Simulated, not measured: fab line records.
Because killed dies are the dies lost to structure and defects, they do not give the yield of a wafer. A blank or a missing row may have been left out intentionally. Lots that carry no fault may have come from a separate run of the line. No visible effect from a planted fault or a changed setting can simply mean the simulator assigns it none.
Split-lot trial    flow n5_finfet    21 wafers read across 7 lots, on a route 1938 steps long

## SPLIT DETAILS
At N5_ZERO_LAYER_EXPOSE_08 (exposes mask ZERO, defocus 0 nm, target cd 2000 nm), the setting dose_mj was moved away from the recipe's 16.2 on 8 of the 21 wafers read, by -7.0% to +7.2%. This setting was run at the recipe's value on the other wafers.

## FROM THE SPLIT TO THE READING: what the file shows between them, 3 steps
- N5_ZERO_LAYER_PEB_09
- N5_ZERO_LAYER_DEVELOP_10: develop time 60 s
- N5_ZERO_LAYER_HARDBAKE_23: time 120 s

## THE READING
cd_nm, in nm, at N5_ZERO_LAYER_CD_MEAS_11 (target cd 2000 nm). A value of 2000.9 nm with a standard deviation of 1.6 nm is what fault-free wafers of this fab line usually give.

wafer   tool, chamber at the split  dose_mj as run  against the recipe  cd_nm, nm  against lot-mates on the recipe
L074.1  krf_scanner-01, 0           16.67           +2.9%               2006.5     +3.4
L074.4  krf_scanner-01, 0           16.2            recipe              2003.1     -
L074.6  krf_scanner-01, 0           16.67           +2.9%               2005.9     +2.8
L078.1  krf_scanner-02, 0           15.06           -7.0%               1985.4     -13.8
L078.2  krf_scanner-02, 0           16.2            recipe              1999.2     -
L078.5  krf_scanner-02, 0           15.06           -7.0%               1985.7     -13.5
L081.1  krf_scanner-01, 0           16.2            recipe              1999.0     -
L081.4  krf_scanner-01, 0           16.2            recipe              1999.8     -
L081.6  krf_scanner-01, 0           16.2            recipe              2001.2     -
L083.1  krf_scanner-01, 0           16.2            recipe              2000.9     -
L083.2  krf_scanner-01, 0           17.07           +5.4%               2008.3     +7.4
L083.4  krf_scanner-01, 0           17.07           +5.4%               2013.0     +12.1
L084.2  krf_scanner-02, 0           16.2            recipe              2002.6     -
L084.3  krf_scanner-02, 0           16.2            recipe              2002.1     -
L084.6  krf_scanner-02, 0           16.2            recipe              2002.3     -
L093.3  krf_scanner-01, 0           17.36           +7.2%               2018.4     +16.1
L093.4  krf_scanner-01, 0           16.2            recipe              2002.3     -
L093.6  krf_scanner-01, 0           17.36           +7.2%               2014.1     +11.8
L094.1  krf_scanner-01, 0           16.2            recipe              2000.5     -
L094.5  krf_scanner-01, 0           16.2            recipe              2000.1     -
L094.6  krf_scanner-01, 0           16.2            recipe              1998.1     -

THE FIT
A straight line over all 21 wafers: cd_nm changes by +2.08 nm for each +1% of dose_mj; r = +0.98; the points scatter about the line by 1.7 nm.
The same after taking each lot's own level away (the mean of its wafers on the recipe; 21 wafers): +1.88 nm for each +1%; r = +0.98; scatter 1.4 nm.
The reading moves by 13 nm for the largest change in dose_mj, on that fit.
The span of the lots' own levels, 1999.20 to 2003.10 nm, comes to 2.4 times the standard deviation stated above.
So the lot-to-lot level changes the slope: the two fits differ.
Check: +12.5 nm against its lot-mates is what the line predicts for one of the wafers moved furthest among these (+7.2%) when that wafer is left out of the fit. Against them it came out at +16.1 nm.

## THE WHOLE CHAIN: every reading that the file lists as answering this split, in the file's order
step                      what it does              reading                                                            change (the file's fit)               r (the file's)
N5_ZERO_LAYER_CD_MEAS_11  target cd 2000 nm         cd_nm                                                              +1.86 nm for each +1% of the setting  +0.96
N5_ZERO_LAYER_DESCUM_16   chemistry O2, time 7.9 s  ZERO_LAYER.cd_nm (the simulator's own value, which no gauge read)  +1.86 nm for each +1% of the setting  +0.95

## THE FILE'S OWN FIT
cd_nm changes by +1.86 nm for each +1% of dose_mj, r = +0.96.
